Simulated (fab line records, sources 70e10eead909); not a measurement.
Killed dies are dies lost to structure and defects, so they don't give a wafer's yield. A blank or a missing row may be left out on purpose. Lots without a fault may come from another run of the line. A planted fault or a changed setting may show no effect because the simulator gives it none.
A struck lot beside a sound one | flow nand_harc | 40 steps out of a route of 1159
Sound: wafers L518.1, L518.3, L518.6. Struck: wafers L528.2, L528.6. (L528.3 of the same lot was not struck and is left out.) The cause comes at the end.
At each step with rows: each side's tool, then ch and its chambers, then its first start. Under that, the readings that differ: sound wafers | struck wafers | difference of the means | sigmas: that difference in standard deviations of wafers without a fault.
alike: readings whose means differ by less than 2 such deviations, and words and numbers that are the same on both sides. not compared: withheld readings, readings that some wafer has no value for, bounds like >300 that may hide the same value, and numbers for which the record gives no deviation and whose values overlap.
The two part at a step that has a row with sigmas, a row that says differs or no value, or rows on one side only. Numbers that don't overlap but have no deviation are shown without sigmas and don't part them. A reading that every wafer of one side lacks parts them only if that side has two wafers or more.

first, 3 steps without rows for these wafers: NHARC_A_BONDPAD_HARDBAKE_10 (time 65 s); NHARC_A_BONDPAD_DESCUM_11 (chemistry O2, time 3 s); NHARC_A_BONDPAD_ETCH_34 (etches the open film in N2/H2, target depth 60 nm, overetch 18 nm, time 65.91 s).
NHARC_A_BONDPAD_ETCH_12: etches the open film in CHF3/O2, target depth 220 nm, time 110 s.
  sound on rie_diel-07 ch 1,3; struck on rie_diel-03 ch 3
  reading               | sound             | struck      | difference | sigmas
  oes_product_au (a.u.) | 0.916 0.928 0.918 | 0.971 0.966 | +0.048     | +2
  alike: bias_w, drypump_motor_current_A, rf_vpp_V, showerhead_plenum_p_Torr, throttle_valve_pct
  not compared: rf_hours_counter_h
NHARC_A_BONDPAD_CD_MEAS_13:
  sound on cd_sem-03, day 21 00:53; struck on cd_sem-03, day 23 07:51
  alike: cd_nm
NHARC_A_BONDPAD_STRIP_15: strips in O2.
  sound on rie_diel-07 ch 0,1,2, day 21 00:58; struck on rie_diel-03 ch 1,2, day 23 07:58
  reading                         | sound          | struck    | difference | sigmas
  showerhead_plenum_p_Torr (Torr) | 3.34 3.37 3.56 | 3.70 3.73 | +0.29      | +2
  alike: drypump_motor_current_A, oes_product_au, rf_vpp_V, throttle_valve_pct
  not compared: rf_hours_counter_h
then, 4 steps without rows for these wafers: NHARC_A_BONDPAD_ETCH_24 (etches the open film in CF4/N2, target depth 30 nm, time 72.99 s); NHARC_A_BONDPAD_STRIP_16 (strips in post etch residue remover, time 600 s); NHARC_A_BONDPAD_DEGAS_25 (time 60 s); NHARC_A_BONDPAD_PRE_CLEAN_26 (time 30 s).
NHARC_A_BONDPAD_PVD_17: deposits TaN, target thk 5 nm, time 8.06 s.
  sound on pvd_sputter-01; struck on pvd_sputter-01
  alike: throttle_valve_pct
then, 1 step without rows for these wafers: NHARC_A_BONDPAD_PVD_27 (deposits Cu, target thk 30 nm, time 20.49 s).
NHARC_A_BONDPAD_ECD_18: material Cu, target thk 400 nm.
  sound on ecd_cu-02 ch 0,1, day 21 01:53; struck on ecd_cu-01 ch 0,1, day 23 08:55
NHARC_A_BONDPAD_ANNEAL_28: time 90 s.
  sound on rtp_anneal-01 ch 0, day 21 02:16; struck on rtp_anneal-02 ch 0, day 23 09:20
  alike: wafer_temp_C_max
then, 2 steps without rows for these wafers: NHARC_A_BONDPAD_CMP_19 (polishes, t overpolish 30 s, cu recess touch 16 s, target thk 169.8 nm); NHARC_A_BONDPAD_SRD_21 (time 30 s, dry time 20 s).
NHARC_A_BONDPAD_INSPECT_23:
  sound on defect_inspect-02, day 21 03:09; struck on defect_inspect-02, day 23 10:11
  alike: raw_defect_count
then, 5 steps without rows for these wafers: NHARC_HYBRID_BOND_ACTIVATE_00 (chemistry N2, time 60 s); NHARC_HYBRID_BOND_PRECLEAN_01 (cleans in DIW, time 300 s); NHARC_HYBRID_BOND_SRD_02 (time 30 s, dry time 20 s); NHARC_HYBRID_BOND_BOND_03; NHARC_HYBRID_BOND_ANNEAL_04 (time 7200 s).
NHARC_HYBRID_BOND_OVL_MEAS_05:
  the record has rows for the sound wafers here (overlay-01, day 21 11:58) and none for the struck ones
NHARC_HYBRID_BOND_INSPECT_06: inspects for defects (ir void).
  the record has rows for the sound wafers here (defect_inspect-02, day 21 12:01) and none for the struck ones
then, 1 step without rows for these wafers: NHARC_THIN_TSV_GRIND_00.
NHARC_THIN_TSV_CMP_01: polishes.
  the record has rows for the sound wafers here (cmp-02 ch 0,1,3, day 21 14:39) and none for the struck ones
NHARC_THIN_TSV_THK_MEAS_02: measures by ir.
  the record has rows for the sound wafers here (film_metro-01, day 21 14:52) and none for the struck ones
then, 12 steps without rows for these wafers: NHARC_THIN_TSV_SRD_03; NHARC_THIN_TSV_PRECLEAN_41 (cleans in SC1); NHARC_THIN_TSV_SRD_42; NHARC_THIN_TSV_DEP_43 (deposits SiO2, target thk 1328.5 nm); NHARC_THIN_TSV_DEHYDRATE_04 (time 120 s); NHARC_THIN_TSV_HMDS_05 (time 30 s); NHARC_THIN_TSV_COAT_06; NHARC_THIN_TSV_SOFTBAKE_07 (time 95 s); NHARC_THIN_TSV_EBR_08; NHARC_THIN_TSV_EXPOSE_09 (exposes mask TSV); NHARC_THIN_TSV_PEB_10 (peb time 85 s); NHARC_THIN_TSV_DEVELOP_11 (time 70 s).
NHARC_END_SORT_01:
  the record has rows for the struck wafers here (prober-01 ch 0, day 24 18:55) and none for the sound ones

WHERE THEY PART
First at NHARC_A_BONDPAD_ETCH_12; last, within this record, at NHARC_END_SORT_01.

WHY: what the simulator had put in
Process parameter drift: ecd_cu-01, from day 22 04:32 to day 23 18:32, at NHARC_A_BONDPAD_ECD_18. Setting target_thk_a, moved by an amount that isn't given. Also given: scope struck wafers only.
